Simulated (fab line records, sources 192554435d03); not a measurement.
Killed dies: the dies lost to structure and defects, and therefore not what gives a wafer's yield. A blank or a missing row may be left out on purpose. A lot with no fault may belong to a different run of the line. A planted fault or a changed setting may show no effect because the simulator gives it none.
Chamber matching :: flow n5_finfet :: N5_BEOL_M9_ETCH_62 on rie_diel-02 has 4 sister chambers
The step etches SOC in N2/H2, target depth 110 nm, overetch 22 nm, time 165 s. 4 wafers are shown with their chamber, then 7 later ones without.

WAFERS PAIRED WITH THEIR CHAMBERS
wafer: L089.1
chamber: 1
drypump_motor_current_A (A): 5.2

wafer: L089.3
chamber: 0
drypump_motor_current_A (A): 5.6

wafer: L090.3
chamber: 2
drypump_motor_current_A (A): 6.4

wafer: L090.4
chamber: 3
drypump_motor_current_A (A): 6.2

WAFERS WITH NO CHAMBER GIVEN
wafer: L090.6
drypump_motor_current_A (A): 5.6

wafer: L091.2
drypump_motor_current_A (A): 6.5

wafer: L091.4
drypump_motor_current_A (A): 6.2

wafer: L091.6
drypump_motor_current_A (A): 6.4

wafer: L094.2
drypump_motor_current_A (A): 6.4

wafer: L094.3
drypump_motor_current_A (A): 6.2

wafer: L094.6
drypump_motor_current_A (A): 5.2

WHICH CHAMBER EACH WENT THROUGH
wafer: L090.6
from the rows above: 0
in truth: 0

wafer: L091.2
from the rows above: 2
in truth: 2

wafer: L091.4
from the rows above: 3
in truth: 3

wafer: L091.6
from the rows above: 2
in truth: 2

wafer: L094.2
from the rows above: 2
in truth: 2

wafer: L094.3
from the rows above: 3
in truth: 3

wafer: L094.6
from the rows above: 1
in truth: 1
Placed correctly: 7 of 7. From these rows, 0 cannot be placed. Number placed wrongly: 0.
How it was worked out, from the rows above alone: a wafer's distance from a chamber is the root of the sum, over the readings, of the square of ((its reading less the chamber's mean) divided by the reading's scatter). If the next closest chamber is less than 2 further off than the closest, the wafer can't be placed; otherwise it belongs to the closest. For every chamber, the mean is computed from those of its wafers that are shown. The scatter (one wafer shown for each chamber): square how far every hidden wafer sits from the nearest shown wafer, average those squares and take the square root.
